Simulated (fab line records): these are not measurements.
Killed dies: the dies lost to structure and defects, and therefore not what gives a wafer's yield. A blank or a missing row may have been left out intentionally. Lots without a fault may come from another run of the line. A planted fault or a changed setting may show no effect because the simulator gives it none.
2 desks, one fault -- flow nand-harc -- each desk has only its own numbers; what lay behind them comes last

FOR THE TOOL OWNER'S DESK: rie-diel-07
The tool's own readings at NHARC_P_GATE_ETCH_104 (etches the open film in CF4/CHF3, target depth 60 nm): means of the sampled wafers that have a number, for each lot that ran on this tool. If a lot's mean is further than 4 standard deviations from the usual mean, the lot is out of limits and carries the mark OUT (the distance appears in the brackets).
Columns: A = drypump-motor-current-A at NHARC_P_GATE_ETCH_104, usual 5.7 A; B = oes-product-au at NHARC_P_GATE_ETCH_104, usual 0.939 a.u.; C = rf-fwd-power-W at NHARC_P_GATE_ETCH_104, usual 490.8 W; D = rf-vpp-V at NHARC_P_GATE_ETCH_104, usual 371.1 V; E = showerhead-plenum-p-Torr at NHARC_P_GATE_ETCH_104, usual 1.59 Torr; F = throttle-valve-pct at NHARC_P_GATE_ETCH_104, usual 16.801 %
lot,first seen here,A,B,C,D,E,F
L685,day 4 22:40,6.0,0.963,488.6,370.5,1.56,16.801
L684,day 4 23:38,5.5,0.911,489.3,370.4,1.57,16.800
L686,day 5 00:06,5.9,0.974,487.6,370.9,1.57,16.801
L688,day 5 13:49,5.6,0.913,490.0,370.0,1.56,16.806
L691,day 6 20:50,5.6,0.912,489.7,370.1,1.56,16.804
L697,day 7 21:41,6.0,0.812 (-5.3) OUT,489.0,370.6,1.56,16.797
L698,day 8 15:58,6.0,0.812 (-5.3) OUT,489.9,370.2,1.56,16.804
This desk finds L697, L698 out of limits, L697 being first, at day 7 21:41 (oes-product-au at NHARC_P_GATE_ETCH_104). L685, L684, L686, L688, L691 stayed within limits.

AT THE METROLOGY DESK
Lot by lot, what the gauges showed, no matter which tool ran the lot: averages of those sampled wafers that carry a number. If a lot's mean is further than 4 standard deviations from the usual mean, the lot is out of limits and carries the mark OUT (the distance appears in the brackets).
Columns: A = cd-nm at NHARC_P_STI_CD_MEAS_16, usual 200.0 nm; B = overlay-x-nm at NHARC_P_GATE_OVL_MEAS_27, usual 0.2 nm; C = overlay-y-nm at NHARC_P_GATE_OVL_MEAS_27, usual 0.2 nm
lot,first seen here,A,B,C
L684,day 2 12:35,200.1,-0.0,0.4
L685,day 2 23:04,201.0,-0.8,-0.5
L686,day 2 23:14,198.0,-0.4,0.8
L688,day 3 08:34,202.9,-0.2,-1.2
L691,day 4 07:16,200.9,0.2,-0.1
L693,day 4 16:18,201.4,-1.0,0.3
L695,day 5 08:01,198.9,1.8,-0.5
L697,day 5 17:01,199.8,-0.1,-0.5
L698,day 6 09:25,197.1,0.8,-0.7
L701,day 6 17:41,200.4,1.4,1.1
L702,day 7 01:38,203.5,0.4,0.1
L704,day 7 14:32,200.0,-0.5,-0.2
L705,day 7 17:46,197.9,0.2,0.5
This desk's verdict: no lot among the 13 shows anything out of limits.

PUT TOGETHER
The tool owner's desk could have raised an alarm at day 7 21:41, on L697, L698.
From the metrology desk's view, nothing was out of limits.
The metrology desk has L697, L698 on record, within its limits.
NHARC_P_GATE_ETCH_104 was run on rie-diel-07 by each of the lots named.

WHAT WAS PUT IN BY THE SIMULATOR
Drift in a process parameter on rie-diel-07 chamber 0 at NHARC_P_GATE_ETCH_104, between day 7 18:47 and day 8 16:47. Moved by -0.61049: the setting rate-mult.
Lots struck among those shown: L697, L698.
Time in hours from fault onset to the first out-of-limits reading at each desk: the tool owner's desk, 3.
